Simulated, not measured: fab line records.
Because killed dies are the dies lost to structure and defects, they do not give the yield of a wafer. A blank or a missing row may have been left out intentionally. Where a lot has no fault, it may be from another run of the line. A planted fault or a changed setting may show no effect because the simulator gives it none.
fab line records -- flow nandHarc
record: lots: 11, wafers: 33, lastDay: 25
route steps=1159 shown A_M1@1043 A_BONDPAD@1076 END@1159
lots with no fault: from the same line, run without faults
startH: hours from the record's first day to the start of the lot's first wafer shown -- waitH: hours since the lot's step before -- " identical to the entry in the row above -- L1.1+2: several wafers, shown together as one row -- - value missing, or start not given -- * or withheld: withheld -- < > ~ a bound
route shown NAME@n: NAME is a module with steps in the file, n the number in the route of the first one -- usual: mean and standard deviation over wafers with no fault -- same: alike in all rows -- chamber/n: place in a boat -- sites: each site's reading -- _std_site: how widely they spread, as a standard deviation -- _edge_site: outer sites' mean less inner sites' -- radiusMm: how far each site lies from the wafer's centre -- mask NAME#n: copy n -- behind: the last tool/chamber to shape the wafer -- hold: why the lot was held/for how many hours/how that ended -- device: transistor that didn't switch, given as n, p or np -- end of line: the tests these same wafers got at the end of their route -- where a step has no rows: the recipe by itself -- killed: dies that structure and defects cost at the first sort, which is not the same as the wafer's yield -- map: per-die view of a wafer (x killed, . not killed, _ where there is no die)
set.NAME: setting as actually run; set.NAME@STEP: the setting as run at that earlier step -- model.NAME: the simulator's own value behind a step, which no gauge read
one table for each step of the route and one row for each wafer, over a sample of lots
services: from which hour (startH, from the record's first day; less than 0 if before it) a tool's chamber was out of use, for how many hours, and why
== steps ==
step: NHARC_A_M1_STRIP_18
recipe: powerW: 1000, n2FlowSccm: 150, h2FlowSccm: 150, arFlowSccm: 0, biasW: 0, chemistry: N2/H2
usual: drypumpMotorCurrentA: 5.6/0.51, oesProductAu: 1.001/0.014, rfFwdPowerW: 997/3, rfVppV: 91.1/0.91, showerheadPlenumPTorr: 2.12/0.071, throttleValvePct: 14.171/0.0093
lot.wafer,tool,chamber,startH,waitH,drypumpMotorCurrentA,oesProductAu,rfFwdPowerW,rfHoursCounterH,rfVppV,showerheadPlenumPTorr,throttleValvePct
L465.2,rieDiel-08,0,433.79,0.1,4.8,1.013,1001,7,90.9,2.17,14.166
L465.5,rieDiel-08,0,433.79,0.1,4.8,1.014,1003,-,92.0,2.17,14.165
L465.6,rieDiel-08,1,433.79,0.1,5.7,1.008,1002,-,91.3,2.10,14.187
L467.1,rieDiel-04,3,453.33,0.1,5.0,1.007,997,9,90.3,2.01,14.158
L467.2,rieDiel-04,0,453.33,0.1,5.6,1.007,997,9,91.9,2.19,14.165
L467.6,rieDiel-04,2,453.33,0.1,5.7,1.033,998,-,91.3,2.19,14.176
L466.2,rieDiel-08,2,453.59,0.1,6.4,0.997,1000,11,92.3,2.11,14.169
L466.6,rieDiel-08,1,453.59,0.1,5.7,0.994,994,-,90.1,2.10,14.168
L466.5,rieDiel-08,2,453.59,0.1,6.4,1.015,999,-,91.2,2.11,14.182
L468.4,rieDiel-04,1,463.46,0.1,6.2,0.974,998,10,92.2,2.15,14.166
L468.3,rieDiel-04,3,463.46,0.1,5.0,1.003,998,11,91.0,2.01,14.178
L468.5,rieDiel-04,1,463.46,0.1,6.2,0.972,998,-,91.2,2.15,14.180
L469.1,rieDiel-13,0,467.26,0.1,5.3,1.027,1003,0,89.2,1.91,14.164
L469.5,rieDiel-13,1,467.26,0.1,6.5,1.009,996,-,91.9,2.10,14.147
L469.6,rieDiel-13,2,467.26,0.1,5.3,0.998,991,-,91.8,2.16,14.170
L472.3,rieDiel-13,0,482.48,0.1,5.3,1.012,996,1,88.8,1.91,14.155
L472.2,rieDiel-13,1,482.48,0.1,6.5,0.998,999,1,90.6,2.10,14.161
L472.4,rieDiel-13,1,482.48,0.1,6.4,1.010,997,-,90.4,2.10,14.171
L471.4,rieDiel-04,0,487.56,0.1,5.5,0.981,999,1,91.1,2.19,14.171
L471.3,rieDiel-04,1,487.56,0.1,6.2,0.981,1002,2,91.1,2.14,14.164
L471.6,rieDiel-04,0,487.56,0.1,5.5,0.988,1000,-,91.3,2.19,14.159
L474.3,rieDiel-08,1,507.16,0.1,5.7,1.006,996,1,90.4,2.10,14.169
L474.4,rieDiel-08,3,507.16,0.1,5.3,1.013,1000,1,91.4,2.18,14.153
L474.5,rieDiel-08,1,507.16,0.1,5.7,1.012,993,-,89.7,2.10,14.154
L480.2,rieDiel-04,2,533.24,0.1,5.7,1.008,999,4,91.9,2.19,14.177
L480.4,rieDiel-04,0,533.24,0.1,5.6,1.000,994,4,90.3,2.19,14.164
L480.6,rieDiel-04,3,533.24,0.1,5.0,0.995,998,-,89.4,2.01,14.180
L481.1,rieDiel-04,2,534.32,0.1,5.7,0.994,998,4,91.4,2.19,14.172
L481.3,rieDiel-04,3,534.32,0.1,5.0,0.999,990,4,89.5,2.01,14.173
L481.5,rieDiel-04,1,534.32,0.1,6.2,0.965,994,-,91.2,2.14,14.171
L482.2,rieDiel-04,2,544.29,0.1,5.7,1.000,993,5,91.7,2.19,14.161
L482.3,rieDiel-04,3,544.29,0.1,5.0,0.983,994,5,90.1,2.01,14.178
L482.4,rieDiel-04,0,544.29,0.1,5.5,0.994,1000,4,92.5,2.19,14.173
step: NHARC_A_M1_ANNEAL_31
recipe: tempC: 225, timeS: 90
usual: wafer_temp_C_max: 226.1/0.33
lot.wafer,tool,chamber,startH,waitH,wafer_temp_C_max
L465.2,rtpAnneal-02,0,435.22,0.3,225.8
L465.5,rtpAnneal-02,0,435.22,0.3,225.8
L465.6,rtpAnneal-02,0,435.22,0.3,225.7
L467.1,rtpAnneal-02,0,454.79,0.4,225.9
L467.2,rtpAnneal-02,0,454.79,0.4,226.0
L467.6,rtpAnneal-02,0,454.79,0.4,225.9
L466.2,rtpAnneal-01,0,455.03,-,226.7
L466.5,rtpAnneal-01,0,455.03,-,226.1
L466.6,rtpAnneal-01,0,455.03,-,226.0
L468.3,rtpAnneal-01,0,464.97,0.3,226.3
L468.4,rtpAnneal-01,0,464.97,0.3,226.4
L468.5,rtpAnneal-01,0,464.97,0.3,226.7
L469.1,rtpAnneal-02,0,468.57,0.3,225.5
L469.5,rtpAnneal-02,0,468.57,0.3,225.4
L469.6,rtpAnneal-02,0,468.57,0.3,225.8
L472.2,rtpAnneal-01,0,484.00,-,226.4
L472.3,rtpAnneal-01,0,484.00,-,226.1
L472.4,rtpAnneal-01,0,484.00,-,226.0
L471.3,rtpAnneal-01,0,489.05,0.3,225.7
L471.4,rtpAnneal-01,0,489.05,0.3,225.9
L471.6,rtpAnneal-01,0,489.05,0.3,225.9
L474.3,rtpAnneal-02,0,508.67,-,225.9
L474.4,rtpAnneal-02,0,508.67,-,225.4
L474.5,rtpAnneal-02,0,508.67,-,225.6
L480.2,rtpAnneal-01,0,535.57,-,225.6
L480.4,rtpAnneal-01,0,535.57,-,226.1
L480.6,rtpAnneal-01,0,535.57,-,226.1
L481.1,rtpAnneal-01,0,536.14,-,226.1
L481.3,rtpAnneal-01,0,536.14,-,226.4
L481.5,rtpAnneal-01,0,536.14,-,226.0
L482.2,rtpAnneal-02,0,545.79,0.4,225.9
L482.3,rtpAnneal-02,0,545.79,0.4,225.8
L482.4,rtpAnneal-02,0,545.79,0.4,225.7
step: NHARC_A_BONDPAD_ETCH_34
recipe: targetDepthA: 600, overetchA: 180, timeS: 65.91, ionEnergyEv: 200, n2FlowSccm: 150, h2FlowSccm: 150, arFlowSccm: 0, rfW: 400, biasW: 150, chemistry: N2/H2
usual: biasW: 150.0/0.44, chamberPressureMTorr: 29.999/0.027, drypumpMotorCurrentA: 5.6/0.51, oesProductAu: 1.004/0.019, rfFwdPowerW: 396.6/1.2, rfVppV: 431/3.3, showerheadPlenumPTorr: 2.08/0.12, throttleValvePct: 14.171/0.0088
lot.wafer,tool,chamber,startH,waitH,biasW,chamberPressureMTorr,drypumpMotorCurrentA,oesProductAu,rfFwdPowerW,rfHoursCounterH,rfVppV,showerheadPlenumPTorr,throttleValvePct
L465.2,rieDiel-02,2,438.45,0.1,149.3,30.019,5.7,1.037,399.0,4,435,2.21,14.175
L465.5,rieDiel-02,2,438.45,0.1,149.5,30.019,5.7,1.032,398.4,-,435,2.21,14.167
L465.6,rieDiel-02,3,438.45,0.1,149.7,30.054,5.3,1.001,395.8,-,435,2.20,14.188
L467.2,rieDiel-05,1,457.84,0.1,149.8,29.939,5.4,1.003,395.3,19,427,1.96,14.185
L467.1,rieDiel-05,0,457.84,0.1,150.2,30.005,5.6,1.024,394.6,22,427,1.90,14.171
L467.6,rieDiel-05,2,457.84,0.1,150.6,29.963,5.6,0.993,397.5,-,429,1.95,14.183
L466.2,rieDiel-02,2,458.26,0.2,151.2,29.949,5.7,1.042,397.9,5,435,2.21,14.163
L466.6,rieDiel-02,0,458.26,0.2,150.1,30.040,5.0,0.991,395.5,-,429,1.95,14.167
L466.5,rieDiel-02,1,458.26,0.2,150.3,29.948,6.7,0.992,394.9,-,433,2.10,14.176
L468.3,rieDiel-07,0,468.10,0.1,150.0,30.002,5.3,1.028,395.3,18,437,2.21,14.172
L468.4,rieDiel-07,2,468.10,0.1,150.6,29.994,6.8,0.999,396.6,23,429,1.99,14.150
L468.5,rieDiel-07,0,468.10,0.1,149.8,29.999,5.3,1.021,395.3,-,435,2.21,14.170
L469.1,rieDiel-02,2,471.79,0.1,149.8,29.947,5.7,1.033,397.5,5,435,2.21,14.173
L469.5,rieDiel-02,3,471.79,0.1,150.4,30.002,5.2,0.984,396.7,-,435,2.20,14.165
L469.6,rieDiel-02,2,471.79,0.1,149.9,29.990,5.7,1.051,398.1,-,436,2.21,14.171
L472.2,rieDiel-07,2,487.40,0.1,-,-,-,-,-,-,-,-,-
L472.4,rieDiel-07,0,487.40,0.1,-,-,-,-,-,-,-,-,-
L472.3,rieDiel-07,1,487.40,0.1,-,-,-,-,-,-,-,-,-
L471.3,rieDiel-02,2,492.12,0.1,-,-,-,-,-,-,-,-,-
L471.4,rieDiel-02,1,492.12,0.1,-,-,-,-,-,-,-,-,-
L471.6,rieDiel-02,3,492.12,0.1,-,-,-,-,-,-,-,-,-
L474.4,rieDiel-05,2,511.79,0.1,-,-,-,-,-,-,-,-,-
L474.3,rieDiel-05,1,511.79,0.1,-,-,-,-,-,-,-,-,-
L474.5,rieDiel-05,3,511.79,0.1,-,-,-,-,-,-,-,-,-
L480.2,rieDiel-02,2,538.58,0.1,149.8,30.017,5.7,1.019,396.7,1,435,2.21,14.169
L480.4,rieDiel-02,3,538.58,0.1,149.8,29.997,5.3,0.995,398.6,1,435,2.20,14.179
L480.6,rieDiel-02,3,538.58,0.1,150.3,29.986,5.3,1.003,398.4,-,433,2.20,14.170
L481.1,rieDiel-05,2,539.24,0.1,150.1,29.952,5.6,0.969,397.4,3,427,1.94,14.168
L481.3,rieDiel-05,1,539.24,0.1,149.5,30.020,5.4,0.977,394.3,3,428,1.96,14.162
L481.5,rieDiel-05,3,539.24,0.1,149.4,30.025,5.5,1.002,396.1,-,428,1.94,14.162
L482.3,rieDiel-02,2,549.18,0.1,150.3,30.001,5.6,1.014,397.0,2,433,2.21,14.177
L482.4,rieDiel-02,3,549.18,0.1,150.1,29.985,5.3,0.999,395.5,2,434,2.20,14.163
L482.2,rieDiel-02,0,549.18,0.1,150.0,29.965,5.1,1.000,396.3,2,427,1.95,14.173
step: NHARC_A_BONDPAD_CD_MEAS_13
usual: cdNm: 497.5/2.6
lot.wafer,tool,chamber,startH,waitH,cdNm
L465.2,cdSem-03,-,438.69,-,497.3
L465.5,cdSem-03,-,438.69,-,500.6
L465.6,cdSem-03,-,438.69,-,497.3
L467.1,cdSem-02,-,458.07,-,496.2
L467.2,cdSem-02,-,458.07,-,501.2
L467.6,cdSem-02,-,458.07,-,498.2
L466.2,cdSem-01,-,458.48,-,497.3
L466.5,cdSem-01,-,458.48,-,496.7
L466.6,cdSem-01,-,458.48,-,497.9
L468.3,cdSem-01,-,468.33,-,499.9
L468.4,cdSem-01,-,468.33,-,499.0
L468.5,cdSem-01,-,468.33,-,500.4
L469.1,cdSem-02,-,472.03,-,496.0
L469.5,cdSem-02,-,472.03,-,499.2
L469.6,cdSem-02,-,472.03,-,500.8
L472.2,cdSem-02,-,487.63,-,501.6
L472.3,cdSem-02,-,487.63,-,502.1
L472.4,cdSem-02,-,487.63,-,502.2
L471.3,cdSem-02,-,492.36,-,499.2
L471.4,cdSem-02,-,492.36,-,499.6
L471.6,cdSem-02,-,492.36,-,495.8
L474.3,cdSem-01,-,512.08,-,495.7
L474.4,cdSem-01,-,512.08,-,496.2
L474.5,cdSem-01,-,512.08,-,495.1
L480.2,cdSem-01,-,538.82,-,500.8
L480.4,cdSem-01,-,538.82,-,500.4
L480.6,cdSem-01,-,538.82,-,500.7
L481.1,cdSem-01,-,539.48,-,492.2
L481.3,cdSem-01,-,539.48,-,495.3
L481.5,cdSem-01,-,539.48,-,495.4
L482.2,cdSem-02,-,549.40,-,503.2
L482.3,cdSem-02,-,549.40,-,501.3
L482.4,cdSem-02,-,549.40,-,498.5
step: NHARC_END_SORT_01
recipe: tempC: 25
usual: defectLimitedYield: 95.4/1.8, killedAtArray: 28/11, killedAtOther: 0.7/0.88, killedAtPeriphery: 3.1/2.2, killedDies: 31/12, killedOpen: 3.3/2, killedShort: 2.0/1.6, sort_bin_2_pct: 1.5/0.73, sort_bin_3_pct: 0.27/0.22, sort_bin_4_pct: 2.9/1.1, sortNPass: 646/12, sortRimYieldPct: 93/3.9, sortYieldPct: 95.4/1.8
same: grossDies: 677, sort_bin_5_pct[%]: 0, sort_bin_6_pct[%]: 0, sort_bin_7_pct[%]: 0, sort_bin_8_pct[%]: 0, sortRimNGross: 106.00
lot.wafer,tool,chamber,startH,waitH,defectLimitedYield[%],killedAtArray,killedAtOther,killedAtPeriphery,killedDies,killedOpen,killedShort,sort_bin_2_pct[%],sort_bin_3_pct[%],sort_bin_4_pct[%],sortNPass,sortRimYieldPct[%],sortYieldPct[%]
L472.2,prober-01,0,518.38,2.8,0,675,1,1,677,1,2,97.3,0.59,2.1,0,0,0
L472.3,prober-01,0,519.17,3.1,0,671,0,6,677,5,2,96.9,0.30,2.8,0,0,0
L472.4,prober-01,0,519.95,3.4,0,675,0,2,677,0,4,97.5,0,2.5,0,0,0
L471.3,prober-02,0,526.08,3.1,0,671,1,5,677,1,6,96.6,0.15,3.2,0,0,0
L471.4,prober-02,0,526.88,3.4,0,676,0,1,677,4,0,96.2,0.44,3.4,0,0,0
L471.6,prober-02,0,528.48,4.0,0,674,0,3,677,6,4,94.7,0.30,5.0,0,0,0
L474.3,prober-02,0,545.68,3.1,0,675,0,2,677,2,2,98.5,0.15,1.3,0,0,0
L474.4,prober-02,0,546.47,3.4,0,674,0,3,677,2,3,97.5,0.30,2.2,0,0,0
L474.5,prober-02,0,547.26,3.7,0,674,0,3,677,1,1,98.5,0.30,1.2,0,0,0
killed by level:class
L472.2 A_BONDPAD:areaEtch=647 A_SLIT:chamberFilmFlake=8 A_STAIRCASE:chamberFilmFlake=7 A_CHANNEL_HOLE_D1:chamberFilmFlake=5 A_CONTACT:chamberFilmFlake=3 A_CHANNEL_FILL_D1:chamberFilmFlake=2 A_WL_FILL:geometricParticle:short=1 A_M0:geometricParticle:open=1
L472.3 A_BONDPAD:areaEtch=642 A_SLIT:chamberFilmFlake=11 P_STI:chamberFilmFlake=5 A_STAIRCASE:chamberFilmFlake=4 A_CHANNEL_HOLE_D1:chamberFilmFlake=3 A_CONTACT:chamberFilmFlake=3 P_M0:geometricParticle:short=1 A_ONON_D1:geometricParticle:open=1
L472.4 A_BONDPAD:areaEtch=651 A_SLIT:chamberFilmFlake=9 A_CHANNEL_HOLE_D1:chamberFilmFlake=8 A_ONON_D1:geometricParticle:short=3 P_STI:chamberFilmFlake=2 A_M1:chamberFilmFlake=2 A_CHANNEL_HOLE_D1:geometricParticle:short=1 A_CHANNEL_FILL_D1:chamberFilmFlake=1
L471.3 A_BONDPAD:areaEtch=638 A_SLIT:chamberFilmFlake=12 A_CHANNEL_HOLE_D1:chamberFilmFlake=6 A_STAIRCASE:chamberFilmFlake=4 A_CONTACT:chamberFilmFlake=4 P_CONTACT:geometricParticle:short=2 P_ZERO_WELL:chamberFilmFlake=2 P_STI:geometricParticle:short=1
L471.4 A_BONDPAD:areaEtch=639 A_CHANNEL_HOLE_D1:chamberFilmFlake=12 A_SLIT:chamberFilmFlake=9 A_STAIRCASE:chamberFilmFlake=4 A_CONTACT:chamberFilmFlake=3 A_ZERO_WELL:chamberFilmFlake=3 A_SGD_CUT:chamberFilmFlake=2 P_M0:geometricParticle:open=1
L471.6 A_BONDPAD:areaEtch=633 A_CHANNEL_HOLE_D1:chamberFilmFlake=15 A_SLIT:chamberFilmFlake=7 A_STAIRCASE:chamberFilmFlake=5 A_M1:geometricParticle:open=3 A_CONTACT:chamberFilmFlake=2 A_ONON_D1:geometricParticle:short=1 A_CHANNEL_HOLE_D1:geometricParticle:short=1
L474.3 A_BONDPAD:areaEtch=662 A_CHANNEL_HOLE_D1:chamberFilmFlake=4 A_CONTACT:geometricParticle:short=2 P_ZERO_WELL:chamberFilmFlake=2 A_STAIRCASE:chamberFilmFlake=2 A_CONTACT:chamberFilmFlake=2 A_ONON_D1:geometricParticle:open=1 A_M0:geometricParticle:open=1
L474.4 A_BONDPAD:areaEtch=656 A_CHANNEL_HOLE_D1:chamberFilmFlake=6 A_ZERO_WELL:chamberFilmFlake=4 A_STAIRCASE:chamberFilmFlake=4 P_M0:geometricParticle:short=1 A_ONON_D1:geometricParticle:short=1 A_WL_FILL:geometricParticle:short=1 A_CONTACT:geometricParticle:open=1
L474.5 A_BONDPAD:areaEtch=663 A_CONTACT:chamberFilmFlake=5 A_CHANNEL_HOLE_D1:chamberFilmFlake=2 P_M0:geometricParticle:open=1 A_M0:geometricParticle:short=1 P_ZERO_WELL:chamberFilmFlake=1 P_M0:chamberFilmFlake=1 A_ZERO_WELL:chamberFilmFlake=1
== services ==
tool,chamber,startH,hours,kind
rieDiel-02,0,410.24,-,clean
rieDiel-02,1,410.24,-,clean
rieDiel-02,2,410.24,-,clean
rieDiel-02,3,410.24,-,clean
rieDiel-04,0,415.79,3.6,repair
rieDiel-04,0,420.67,-,clean
rieDiel-13,3,445.23,11.2,repair
rieDiel-08,-,446.94,0.2,repair
rieDiel-13,-,447.13,0.2,repair
rieDiel-04,-,466.05,9.0,pm
rieDiel-02,1,468.14,5.0,repair
rieDiel-07,3,470.36,5.2,repair
rieDiel-13,2,477.34,6.8,repair
rieDiel-08,-,478.87,9.0,pm
rieDiel-05,2,490.41,3.5,repair
rieDiel-08,-,490.64,0.8,repair
rieDiel-13,2,498.10,9.5,repair
rieDiel-05,1,500.95,8.1,repair
rieDiel-04,0,503.49,9.8,repair
rieDiel-13,0,504.04,7.6,repair
rieDiel-02,-,504.74,9.0,pm
rieDiel-05,-,518.63,9.0,pm
rieDiel-13,0,524.05,7.0,repair
rieDiel-07,3,526.22,4.6,repair
== key ==
firstSign: step: NHARC_A_BONDPAD_ETCH_34, reading: toolRecord, direction: missing
effect: step: NHARC_END_SORT_01, reading: sort_bin_2_pct, direction: up, sigmas: 99+, usual: 1.5, struck: 97.1
moreKillsBornAt: NHARC_A_BONDPAD_ETCH_34@rieDiel-05: 1981, NHARC_A_BONDPAD_ETCH_34@rieDiel-07: 1940, NHARC_A_BONDPAD_ETCH_34@rieDiel-02: 1910
metAt NHARC_A_BONDPAD_ETCH_34
struckLots L471,L472,L474
laterRowsLeftOut L471.3,L471.4,L471.6,L472.2,L472.3,L472.4,L474.3,L474.4,L474.5
notActingAt NHARC_A_M1_STRIP_18,NHARC_A_M1_ANNEAL_31,NHARC_A_BONDPAD_CD_MEAS_13
onsetBetween 471.79 487.40
fault: kind: skippedStepWhole, tool: rieDiel-02,rieDiel-05,rieDiel-07, chamber: -, onsetH: 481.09, steps: NHARC_A_BONDPAD_ETCH_34, scope: struckLotsOnly
laterRowsLeftOut: the simulator's readings of these wafers behind a module that went badly wrong aren't trusted and aren't shown, but for the sort
